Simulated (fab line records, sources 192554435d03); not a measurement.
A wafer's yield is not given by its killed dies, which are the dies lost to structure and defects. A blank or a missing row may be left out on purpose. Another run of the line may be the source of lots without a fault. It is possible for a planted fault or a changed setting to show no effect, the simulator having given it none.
Check of tool commonality ; flow n5Finfet ; Sample size 9 lots and 26 wafers

WHAT PROMPTED THE OPENING
At N5_SD_EPI_N_INSPECT_26 the reading rawDefectCount is flagged on 2 of 9 lots. Wafers without a fault read 216, standard deviation 39.
Rule: a lot is flagged when every wafer of it that has a number lies more than 4 standard deviations from that mean, or none has a number. All remaining lots are regarded as sound.

lot;measured;on;rawDefectCount, wafer by wafer;flag
L343;day 3 13:25;defectInspect-01;250 226 235;
L344;day 3 18:03;defectInspect-01;232 182 247;
L346;day 4 04:53;defectInspect-02;227 243 237;
L345;day 4 06:14;defectInspect-02;266 233;
L347;day 4 13:11;defectInspect-01;813 731 758;FLAGGED
L351;day 5 12:13;defectInspect-02;600 675 741;FLAGGED
L352;day 5 16:29;defectInspect-01;194 171 169;
L356;day 6 20:14;defectInspect-01;202 220 238;
L360;day 7 16:38;defectInspect-02;189 166 132;
The numbers of the flagged lots are 720 on average: +504 against the usual, or +13 standard deviations.

EACH LOT AND THE TOOL IT RAN ON
Before the reading, the record contains 4 process steps out of a 1938-step route. Cell contents, in order: the tool; ch with the chambers the sampled wafers went through; the start.
lot;flag;N5_SPACER0_ALD_00;N5_SD_EPI_N_ETCH_35;N5_SD_EPI_N_VAPOR_ETCH_50;N5_SD_EPI_N_LINER_46
L343;;aldSin-04 ch 1,2,3, day 3 06:48;rieDiel-06 ch 1,2, day 3 07:49;epiRpcvd-01 ch 0, day 3 09:43;aldSin-02 ch 0,1,3, day 3 13:10
L344;;aldSin-03 ch 1,2,3, day 3 12:22;rieDiel-05 ch 1,2, day 3 13:21;epiRpcvd-01 ch 0, day 3 14:52;aldSin-04 ch 0,2,3, day 3 17:48
L346;;aldSin-04 ch 2,3, day 3 23:22;rieDiel-02 ch 0,2,3, day 4 00:25;epiRpcvd-04 ch 0, day 4 01:49;aldSin-04 ch 0,1,3, day 4 04:38
L345;;aldSin-04 ch 0,2, day 3 23:54;rieDiel-06 ch 0,1, day 4 00:57;epiRpcvd-01 ch 0, day 4 02:31;aldSin-02 ch 0,3, day 4 05:59
L347;FLAGGED;aldSin-04 ch 0,2,3, day 4 08:19;rieDiel-06 ch 0,1,2, day 4 09:19;epiRpcvd-01 ch 0, day 4 10:43;aldSin-02 ch 1,2,3, day 4 12:56
L351;FLAGGED;aldSin-01 ch 1,2,3, day 5 07:19;rieDiel-05 ch 0,1,3, day 5 08:12;epiRpcvd-01 ch 0, day 5 09:37;aldSin-01 ch 0,1,3, day 5 11:58
L352;;aldSin-01 ch 0,1,3, day 5 11:35;rieDiel-05 ch 2,3, day 5 12:35;epiRpcvd-04 ch 0, day 5 13:59;aldSin-02 ch 0,1,2, day 5 16:14
L356;;aldSin-04 ch 0,3, day 6 14:56;rieDiel-02 ch 0,3, day 6 15:56;epiRpcvd-04 ch 0, day 6 17:24;aldSin-02 ch 1,2,3, day 6 19:58
L360;;aldSin-04 ch 1,2,3, day 7 11:43;rieDiel-05 ch 0,1,3, day 7 12:42;epiRpcvd-04 ch 0, day 7 14:08;aldSin-02 ch 0,2,3, day 7 16:23
These steps, and what they do:
- N5_SPACER0_ALD_00: deposits SiOCN, target thk 3.5 nm, pulse time 3 s, purge time 2 s.
- N5_SD_EPI_N_ETCH_35: etches SOC in N2/H2, overetch 108 nm, time 486 s.
- N5_SD_EPI_N_VAPOR_ETCH_50: etches Si in HCl, time 54 s.
- N5_SD_EPI_N_LINER_46: material SiNx, target thk 3 nm.
- N5_SD_EPI_N_INSPECT_26: inspects for defects (darkfield).

FLAGGED OVER TOTAL, TOOL BY TOOL (the gauges that took the reading come last)
step;tool;lots run;flagged;share of the flagged lots;sound lots run after its first flagged lot
N5_SPACER0_ALD_00;aldSin-01;2;1;some;1 (L352)
N5_SPACER0_ALD_00;aldSin-03;1;0;none;-
N5_SPACER0_ALD_00;aldSin-04;6;1;some;2 (L356,L360)
N5_SD_EPI_N_ETCH_35;rieDiel-02;2;0;none;-
N5_SD_EPI_N_ETCH_35;rieDiel-05;4;1;some;2 (L352,L360)
N5_SD_EPI_N_ETCH_35;rieDiel-06;3;1;some;0
N5_SD_EPI_N_VAPOR_ETCH_50;epiRpcvd-01;5;2;all;0
N5_SD_EPI_N_VAPOR_ETCH_50;epiRpcvd-04;4;0;none;-
N5_SD_EPI_N_LINER_46;aldSin-01;1;1;some;0
N5_SD_EPI_N_LINER_46;aldSin-02;6;1;some;3 (L352,L356,L360)
N5_SD_EPI_N_LINER_46;aldSin-04;2;0;none;-
N5_SD_EPI_N_INSPECT_26;defectInspect-01;5;1;some;2 (L352,L356)
N5_SD_EPI_N_INSPECT_26;defectInspect-02;4;1;some;1 (L360)

WHAT THE TABLE PERMITS
Rows of the table that ran each flagged lot: 1, that is epiRpcvd-01 at N5_SD_EPI_N_VAPOR_ETCH_50.
- epiRpcvd-01 at N5_SD_EPI_N_VAPOR_ETCH_50 ran 5 lots, 2 of them flagged. It ran its last sound lot, L345, at day 4 02:31 and its first flagged lot, L347, at day 4 10:43: a fault with its onset between the two fits.
epiRpcvd-01 at N5_SD_EPI_N_VAPOR_ETCH_50 is the single tool remaining.

WHAT THE SIMULATOR HAD INSERTED
Chamber particle source: epiRpcvd-01, from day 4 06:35 on, at N5_SD_EPI_N_VAPOR_ETCH_50. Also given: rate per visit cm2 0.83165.
Lots struck among those shown: L347, L351. The rule above found the same.
